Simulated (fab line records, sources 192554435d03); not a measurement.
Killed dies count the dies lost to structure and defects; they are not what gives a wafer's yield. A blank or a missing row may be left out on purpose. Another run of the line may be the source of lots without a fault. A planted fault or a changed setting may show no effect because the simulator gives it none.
Comparing a struck lot with a sound one	flow n5 finfet	15 steps out of a route of 1938
Sound: these wafers, L208.3, L208.4, L208.6. Wafers struck: L211.2, L211.3, L211.6. The cause is given at the end.
Each step with rows lists, per side, the tool, then ch with its chambers, then its first start. Under that, the readings that differ: sound wafers	struck wafers	difference of the means	sigmas: that difference in standard deviations of wafers without a fault.
alike: a reading whose means differ by less than 2 such deviations, as well as words and numbers matching on both sides. not compared: withheld readings; readings where some wafer has no value; bounds like >300 that might hide an equal value; numbers whose values overlap and for which the record gives no deviation.
Wherever a step has rows on one side only, a row that says differs or no value, or a row with sigmas, the two part there. When numbers do not overlap yet have no deviation, they are printed without sigmas and do not part them. Lack of a reading on every wafer of one side parts them only where that side has two or more wafers.

N5_BEOL_M10_ETCH_61: etches SiARC in CF4, target depth 39 nm, time 65 s.
  sound on rie diel-01 ch 1,2,3, day 10 14:14; struck on rie diel-06 ch 0,1,2, day 11 04:01
  alike: drypump motor current A, etch rf on time s, oes product au, rf vpp V, showerhead plenum p Torr, throttle valve pct
  not compared: rf hours counter h
N5_BEOL_M10_ETCH_62: etches SOC in N2/H2, target depth 110 nm, overetch 22 nm, time 165 s.
  sound on rie diel-01 ch 1,2,3, day 10 14:17; struck on rie diel-06 ch 0,1,2, day 11 04:04
  alike: drypump motor current A, oes product au, rf vpp V, showerhead plenum p Torr, throttle valve pct
  not compared: rf hours counter h
then, 1 step without rows for these wafers: N5_BEOL_M10_STRIP_68 (strips in N2/H2).
N5_BEOL_M10_STRIP_67: strips in CF4.
  sound on rie diel-01 ch 1,2,3, day 10 14:25; struck on rie diel-06 ch 0,1,2, day 11 04:13
  alike: drypump motor current A, oes product au, rf vpp V, showerhead plenum p Torr, throttle valve pct
  not compared: rf hours counter h
N5_BEOL_M10_HM_OPEN_17: chemistry Cl2/BCl3, target TiN, target depth 20 nm, overetch 6 nm.
  sound on rie metal-02 ch 0,1, day 10 14:29; struck on rie metal-03 ch 1, day 11 04:16
  alike: drypump motor current A, mfc cl2 sccm, oes product au, throttle valve pct
  not compared: rf hours counter h
N5_BEOL_M10_STRIP_19: strips in O2.
  sound on rie diel-01 ch 1,2,3, day 10 14:34; struck on rie diel-01 ch 0,1,3, day 11 04:26
  alike: drypump motor current A, oes product au, rf vpp V, showerhead plenum p Torr, throttle valve pct
  not compared: rf hours counter h
N5_BEOL_M10_CD_MEAS_18: pitch 140 nm, target cd 70 nm.
  struck on cd sem-01, day 11 04:30; sound on cd sem-03, day 10 14:39
  alike: cd nm
then, 5 steps without rows for these wafers: N5_BEOL_M10_COAT_63 (time 60 s, resist thk 100 nm); N5_BEOL_M10_COAT_64 (time 60 s, resist thk 30 nm); N5_BEOL_M10_COAT_22 (resist thk 90 nm); N5_BEOL_M10_EBR_24; N5_BEOL_M10_SOFTBAKE_23 (time 60 s).
N5_BEOL_M10_EXPOSE_25: exposes mask V9.
  sound on arfi scanner-01 ch 0, day 10 15:05; struck on arfi scanner-01 ch 0, day 11 04:40
reading	sound	struck	difference	sigmas
exposure dose mJ cm2	85.37 85.30 85.37	83.27 83.41 83.31	-2.02	-20
  alike: mask
then, 1 step without rows for these wafers: N5_BEOL_M10_PEB_26 (peb time 60 s).
-- record jumps: 2 days separate the struck wafers' starts on either side; left off in module BEOL_M10, taken up again in module PASSIVATION, whose first shown step is the route's number 1936 --
N5_PASSIVATION_PROBE_49:
  struck on prober-02, day 13 07:11; sound on prober-01, day 12 19:32
  alike: defect limited yield, killed_at_M0_to_M3, killed_at_M4_up, killed at contacts, killed at front end, killed at other, killed dies, killed open, killed short, sort_bin_5_function, sort_bin_6_memory, sort n pass, sort yield pct

== WHERE THEY PART ==
N5_BEOL_M10_EXPOSE_25 only, going by this record. Later steps at which nothing parts them and some readings are alike: N5_PASSIVATION_PROBE_49.

WHY: what the simulator had put in
Process parameter drift: arfi scanner-01, from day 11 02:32 on, at N5_BEOL_M10_EXPOSE_25. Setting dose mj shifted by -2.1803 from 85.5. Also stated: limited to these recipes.
